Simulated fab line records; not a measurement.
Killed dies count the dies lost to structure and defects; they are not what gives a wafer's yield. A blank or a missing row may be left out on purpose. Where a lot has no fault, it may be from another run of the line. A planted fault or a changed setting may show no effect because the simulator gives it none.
Which of the tools did it? -- flow nand_harc -- 36 wafers from 12 lots sampled at 6 of the route's 1302 steps

## WHAT THE GAUGES SHOWED, per wafer
NHARC_P_BONDPAD_INSPECT_23.
lot,measured,on,raw_defect_count
L286,day 6 21:17,defect_inspect-02,438 236 386
L290,day 8 03:47,defect_inspect-01,256 519 428
L291,day 8 16:52,defect_inspect-01,293 267 276
L293,day 10 02:31,defect_inspect-02,176 200 186
L294,day 10 11:22,defect_inspect-02,124 251 270
L298,day 11 19:50,defect_inspect-02,397 640 450
L302,day 13 14:41,defect_inspect-02,182 203 196
L303,day 13 16:32,defect_inspect-02,349 267 392
L304,day 14 01:04,defect_inspect-02,193 351 229
L305,day 14 12:24,defect_inspect-01,254 468 424
L306,day 15 04:23,defect_inspect-01,278 319 169
L309,day 16 06:22,defect_inspect-01,400 399 608

NHARC_A_ONON_D1_THK_MEAS_21: measures by ellipsometry.
lot,measured,on,thk_nm (nm)
L286,day 8 09:49,film_metro-02,1000 1000 1000
L290,day 9 14:19,film_metro-01,1010 1009 1012
L291,day 10 04:58,film_metro-01,1017 1016 1016
L293,day 11 12:17,film_metro-02,1004 1004 1004
L294,day 11 22:07,film_metro-02,1018 1017 1018
L298,day 13 03:12,film_metro-01,991 989 989
L302,day 15 01:08,film_metro-01,1024 1023 1022
L303,day 15 01:08,film_metro-02,627 1006 626 626 1005 627
L304,day 15 16:05,film_metro-01,612 609 990 611 608 988
L305,day 15 22:58,film_metro-02,984 985 985
L306,day 16 15:17,film_metro-01,1012 1013 1014
L309,day 17 19:52,film_metro-02,999 1001 1000

NHARC_A_CHANNEL_HOLE_D1_CD_MEAS_10 targets a cd of 100 nm.
lot,measured,on,cd_nm (nm)
L286,day 8 15:55,cd_sem-02,99.2 99.5 99.6
L290,day 10 00:41,cd_sem-01,100.0 100.0 99.4
L291,day 10 11:31,cd_sem-01,100.3 99.7 100.2
L293,day 11 18:44,cd_sem-02,100.6 100.3 100.3
L294,day 12 04:41,cd_sem-01,101.4 99.9 101.2
L298,day 13 08:08,cd_sem-02,99.9 99.7 100.0
L302,day 15 06:04,cd_sem-02,100.2 99.8 100.2
L303,day 15 10:34,cd_sem-03,100.3
L304,day 16 00:23,cd_sem-01,99.8
L305,day 16 03:48,cd_sem-01,100.5 101.0 100.1
L306,day 16 22:11,cd_sem-03,99.2 99.8 100.1
L309,day 18 02:51,cd_sem-02,100.5 100.7 100.6

NHARC_END_SORT_01.
lot,measured,on,killed_at_array,killed_at_other,killed_at_periphery,killed_dies,killed_open,killed_short
L286,day 24 13:49,prober-02,8 19 17,0 1 1,4 3 6,12 23 24,3 2 3,1 3 3
L290,day 26 07:30,prober-01,89 78 68,0 0 0,0 4 1,89 82 69,1 3 0,5 4 2
L291,day 26 17:01,prober-01,72 74 67,0 0 0,7 2 9,79 76 76,3 2 8,3 2 2
L293,day 27 22:08,prober-01,58 70 59,1 2 0,4 4 2,63 76 61,4 4 0,1 4 2
L294,day 28 06:04,prober-01,89 78 67,0 1 1,0 3 7,89 82 75,6 3 5,3 3 3
L298,day 29 19:04,prober-01,59 62 60,1 1 0,2 1 2,62 64 62,3 4 0,0 2 5
L302,day 31 16:59,prober-02,60 58 55,0 0 1,2 5 4,62 63 60,1 7 3,3 3 2
L303,day 31 08:21,prober-01,672 72 672,3 1 1,2 0 4,677 73 677,2 2 1,2 0 0
L304,day 32 18:33,prober-01,668 674 73,0 0 1,9 3 6,677 677 80,4 2 4,3 4 3
L305,day 32 20:58,prober-02,25 24 31,0 1 0,3 2 6,28 27 37,4 4 7,0 1 3
L306,day 33 12:43,prober-01,46 60 47,1 0 0,4 2 3,51 62 50,1 3 4,1 2 3
L309,day 33 12:42,prober-02,62 55 73,0 0 1,13 12 6,75 67 80,6 1 6,1 7 1

## TOOL THAT RAN EACH LOT (tool first, then ch and the chambers of the sampled wafers, then the start)
lot,NHARC_A_ZERO_WELL_DESCUM_12,NHARC_A_ONON_D1_DEP_19
L286,"rie_diel-03 ch 1,3, day 6 22:38","pecvd_onon-02 ch 0, day 8 09:22"
L290,"rie_diel-07 ch 0,2,3, day 8 05:08","pecvd_onon-03 ch 0, day 9 13:55"
L291,"rie_diel-07 ch 0,2, day 8 18:19","pecvd_onon-02 ch 0, day 10 04:28"
L293,"rie_diel-11 ch 1,2,3, day 10 03:54","pecvd_onon-04 ch 0, day 11 11:54"
L294,"rie_diel-03 ch 1,2,3, day 10 12:43","pecvd_onon-04 ch 0, day 11 21:43"
L298,"rie_diel-03 ch 0,1,3, day 11 21:20","pecvd_onon-04 ch 0, day 13 02:48"
L302,"rie_diel-07 ch 0,1,2, day 13 16:10","pecvd_onon-04 ch 0, day 15 00:41"
L303,"rie_diel-07 ch 0,1,3, day 13 18:02","pecvd_onon-02 ch 0, day 15 00:41"
L304,"rie_diel-03 ch 1,2, day 14 02:25","pecvd_onon-02 ch 0, day 15 15:38"
L305,"rie_diel-07 ch 0,1,3, day 14 13:53","pecvd_onon-04 ch 0, day 15 22:28"
L306,"rie_diel-07 ch 2,3, day 15 05:51","pecvd_onon-03 ch 0, day 16 14:47"
L309,"rie_diel-07 ch 0,1,3, day 16 07:51","pecvd_onon-04 ch 0, day 17 19:21"
- NHARC_A_ZERO_WELL_DESCUM_12: chemistry O2, time 3 s.
- NHARC_A_ONON_D1_DEP_19: target thk 1000 nm.

## WHAT THE TOOLS THEMSELVES READ (means of the sampled wafers that have a number; where no wafer has one, the mark that the record gives instead)
NHARC_A_ZERO_WELL_DESCUM_12.
lot,tool,drypump_motor_current_A (A),mfc_ar_sccm (sccm),o2_flow_sccm (sccm),oes_product_au (a.u.),rf_vpp_V (V),showerhead_plenum_p_Torr (Torr),throttle_valve_pct (%)
L286,rie_diel-03,6.0,0.018,199.8,1.008,58.4,2.05,11.315
L290,rie_diel-07,5.6,0.007,200.1,1.002,57.5,1.91,11.311
L291,rie_diel-07,5.6,0.007,200.5,1.001,58.1,1.95,11.308
L293,rie_diel-11,5.8,0.011,200.2,1.001,58.0,1.91,11.310
L294,rie_diel-03,6.1,0.010,199.9,1.001,58.0,1.97,11.321
L298,rie_diel-03,5.8,0.013,200.3,1.003,58.4,1.98,11.300
L302,rie_diel-07,5.6,0.007,200.4,1.001,57.9,1.97,11.317
L303,rie_diel-07,5.6,0.007,200.3,1.002,57.4,1.94,11.304
L304,rie_diel-03,6.1,0.002,200.2,1.003,57.1,1.89,11.310
L305,rie_diel-07,5.6,0.007,200.3,1.002,58.7,1.94,11.305
L306,rie_diel-07,6.1,0.000,200.2,0.997,57.7,1.88,11.304
L309,rie_diel-07,5.6,0.007,199.6,0.996,57.3,1.94,11.310

NHARC_A_ONON_D1_DEP_19.
lot,tool,n2o_flow_sccm (sccm)
L286,pecvd_onon-02,2002
L290,pecvd_onon-03,2008
L291,pecvd_onon-02,1998
L293,pecvd_onon-04,1992
L294,pecvd_onon-04,2009
L298,pecvd_onon-04,2004
L302,pecvd_onon-04,1991
L303,pecvd_onon-02,1999
L304,pecvd_onon-02,2004
L305,pecvd_onon-04,1998
L306,pecvd_onon-03,2007
L309,pecvd_onon-04,1999

## THE ANSWER, worked out from the rows above alone
Rule: the lots themselves supply what counts as usual. Put in order of their means at a reading, lots are off if they are a third of the lots or fewer, leave a main group of 4 or more, and stand apart from it by a gap of 3 or more times the standard deviation of the main group's means; of several such gaps the widest counts. If all means in a main group match to the digits the tables above print for the reading, that group is not used. A lot without any number at a reading at which 4 lots or more have one is off too. The other lots that the step has rows for count as sound. The gauges are gone through in route order, then the tools' own readings, and for those a lot's mean is taken as printed above. The first step at which some lot is off is used, and at that step the reading that is off furthest; a lot without a number counts as furthest.
Off, at NHARC_A_ONON_D1_THK_MEAS_21 on thk_nm: L303, L304. The main group: mean 1006 nm, standard deviation 12.
A tool fits if, at a process step before that reading, it ran every lot that is off, and no sound lot after the first of them. Not tried: the gauges at NHARC_A_ONON_D1_THK_MEAS_21; whatever is off there is also off at NHARC_END_SORT_01, on other tools, and gauge error can't account for it. One fits: pecvd_onon-02 at NHARC_A_ONON_D1_DEP_19. A fault onset in the window from L291 (day 10 04:28, its last sound lot) to L303 (day 15 00:41, its first lot off) fits.

## WHAT THE SIMULATOR HAD INSERTED
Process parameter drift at NHARC_A_ONON_D1_DEP_19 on pecvd_onon-02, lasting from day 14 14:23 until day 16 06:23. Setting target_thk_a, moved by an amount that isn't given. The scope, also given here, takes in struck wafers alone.
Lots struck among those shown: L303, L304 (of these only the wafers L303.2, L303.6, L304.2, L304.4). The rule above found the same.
